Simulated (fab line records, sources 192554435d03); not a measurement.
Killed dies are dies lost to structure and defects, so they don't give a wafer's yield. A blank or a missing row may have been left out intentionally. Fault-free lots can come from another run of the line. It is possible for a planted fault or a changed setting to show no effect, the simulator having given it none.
Matching of chambers || flow n5-finfet || rie-diel-01 running N5_DUMMY_GATE_HM_OPEN_21: 4 sister chambers
The step chemistry CH3F/O2, target SiNx, target depth 120 nm, time 171.4 s. 8 wafers are shown with their chamber, then 10 later ones without.

## WAFERS WITH THEIR CHAMBER
{"wafer": "L074.5", "chamber": 3, "drypump-motor-current-A (A)": 6.6, "showerhead-plenum-p-Torr (Torr)": 2.12}
{"wafer": "L083.2", "chamber": 0, "drypump-motor-current-A (A)": 5.5, "showerhead-plenum-p-Torr (Torr)": 2.06}
{"wafer": "L083.6", "chamber": 0, "drypump-motor-current-A (A)": 5.6, "showerhead-plenum-p-Torr (Torr)": 2.06}
{"wafer": "L088.2", "chamber": 2, "drypump-motor-current-A (A)": 5.7, "showerhead-plenum-p-Torr (Torr)": 2.00}
{"wafer": "L088.4", "chamber": 1, "drypump-motor-current-A (A)": 6.6, "showerhead-plenum-p-Torr (Torr)": 1.92}
{"wafer": "L088.5", "chamber": 2, "drypump-motor-current-A (A)": 5.7, "showerhead-plenum-p-Torr (Torr)": 2.00}
{"wafer": "L091.1", "chamber": 3, "drypump-motor-current-A (A)": 6.6, "showerhead-plenum-p-Torr (Torr)": 2.11}
{"wafer": "L091.5", "chamber": 1, "drypump-motor-current-A (A)": 6.6, "showerhead-plenum-p-Torr (Torr)": 1.92}

## WAFERS WITH NO CHAMBER GIVEN
{"wafer": "L091.6", "drypump-motor-current-A (A)": 5.5, "showerhead-plenum-p-Torr (Torr)": 2.06}
{"wafer": "L092.1", "drypump-motor-current-A (A)": 5.7, "showerhead-plenum-p-Torr (Torr)": 2.00}
{"wafer": "L092.3", "drypump-motor-current-A (A)": 6.6, "showerhead-plenum-p-Torr (Torr)": 2.11}
{"wafer": "L092.4", "drypump-motor-current-A (A)": 6.6, "showerhead-plenum-p-Torr (Torr)": 1.92}
{"wafer": "L094.2", "drypump-motor-current-A (A)": 5.5, "showerhead-plenum-p-Torr (Torr)": 2.06}
{"wafer": "L094.4", "drypump-motor-current-A (A)": 5.7, "showerhead-plenum-p-Torr (Torr)": 1.99}
{"wafer": "L094.5", "drypump-motor-current-A (A)": 6.6, "showerhead-plenum-p-Torr (Torr)": 2.11}
{"wafer": "L096.1", "drypump-motor-current-A (A)": 6.6, "showerhead-plenum-p-Torr (Torr)": 1.92}
{"wafer": "L096.4", "drypump-motor-current-A (A)": 6.6, "showerhead-plenum-p-Torr (Torr)": 2.11}
{"wafer": "L096.5", "drypump-motor-current-A (A)": 6.6, "showerhead-plenum-p-Torr (Torr)": 1.92}

## WHICH CHAMBER EACH ONE RAN IN
{"wafer": "L091.6", "from the rows above": 0, "in truth": 0}
{"wafer": "L092.1", "from the rows above": 2, "in truth": 2}
{"wafer": "L092.3", "from the rows above": 3, "in truth": 3}
{"wafer": "L092.4", "from the rows above": 1, "in truth": 1}
{"wafer": "L094.2", "from the rows above": 0, "in truth": 0}
{"wafer": "L094.4", "from the rows above": 2, "in truth": 2}
{"wafer": "L094.5", "from the rows above": 3, "in truth": 3}
{"wafer": "L096.1", "from the rows above": 1, "in truth": 1}
{"wafer": "L096.4", "from the rows above": 3, "in truth": 3}
{"wafer": "L096.5", "from the rows above": 1, "in truth": 1}
Correct placement for 10 of the 10. Not placeable from these rows: 0. Placed wrongly: 0.
How it was worked out, from the rows above alone: a wafer's distance from a chamber is the root of the sum, over the readings, of the square of ((its reading less the chamber's mean) divided by the reading's scatter). The wafer belongs to the nearest chamber; if the next one is less than 2 further off, it can't be placed. A chamber's mean is the mean of its shown wafers. How the scatter is found: for the shown wafers, subtract from each reading the mean of its chamber, square and add these, divide the total by (wafers less chambers), then take the root.
